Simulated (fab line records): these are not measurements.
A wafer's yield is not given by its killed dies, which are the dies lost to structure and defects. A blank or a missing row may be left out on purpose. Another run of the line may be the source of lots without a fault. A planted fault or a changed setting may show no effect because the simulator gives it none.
Chamber matching | flow n5_finfet | N5_SD_EPI_N_ETCH_35 on rie_diel-03: 4 sister chambers
The step etches SOC in N2/H2, overetch 108 nm, time 486 s. 7 wafers are shown with their chamber, then 8 later ones without.

## EACH WAFER AND ITS CHAMBER
wafer  | chamber | showerhead_plenum_p_Torr (Torr) | drypump_motor_current_A (A)
L744.4 | 3       | 2.66                            | 5.2
L747.4 | 3       | 2.66                            | 5.3
L747.5 | 2       | 2.65                            | 5.3
L750.1 | 1       | 2.59                            | 5.3
L750.4 | 0       | 2.70                            | 5.9
L750.5 | 1       | 2.59                            | 5.3
L752.1 | 2       | 2.64                            | 5.3

## WAFERS MISSING THEIR CHAMBER
wafer  | showerhead_plenum_p_Torr (Torr) | drypump_motor_current_A (A)
L752.3 | 2.58                            | 5.3
L752.6 | 2.58                            | 5.4
L759.1 | 2.63                            | 5.3
L759.5 | 2.58                            | 5.3
L761.1 | 2.63                            | 5.3
L761.5 | 2.57                            | 5.3
L762.1 | 2.70                            | 5.9
L762.2 | 2.63                            | 5.3

## CHAMBER TAKEN BY EACH
wafer  | from the rows above | in truth
L752.3 | 1                   | 1
L752.6 | 1                   | 1
L759.1 | 2                   | 2
L759.5 | 1                   | 1
L761.1 | 2                   | 2
L761.5 | 1                   | 1
L762.1 | 0                   | 0
L762.2 | 2                   | 2
8 of 8 placed correctly. Can't be placed from these rows: 0. 0 placed wrongly.
How it was worked out, from the rows above alone: a wafer's distance from a chamber is the root of the sum, over the readings, of the square of ((its reading less the chamber's mean) divided by the reading's scatter). The wafer belongs to the nearest chamber; if the next one is less than 2 further off, it can't be placed. Each chamber's mean is taken over the wafers shown for it. The scatter: take each reading less its chamber's mean, square it, sum over the shown wafers, divide by the number of wafers less the number of chambers, and take the root.
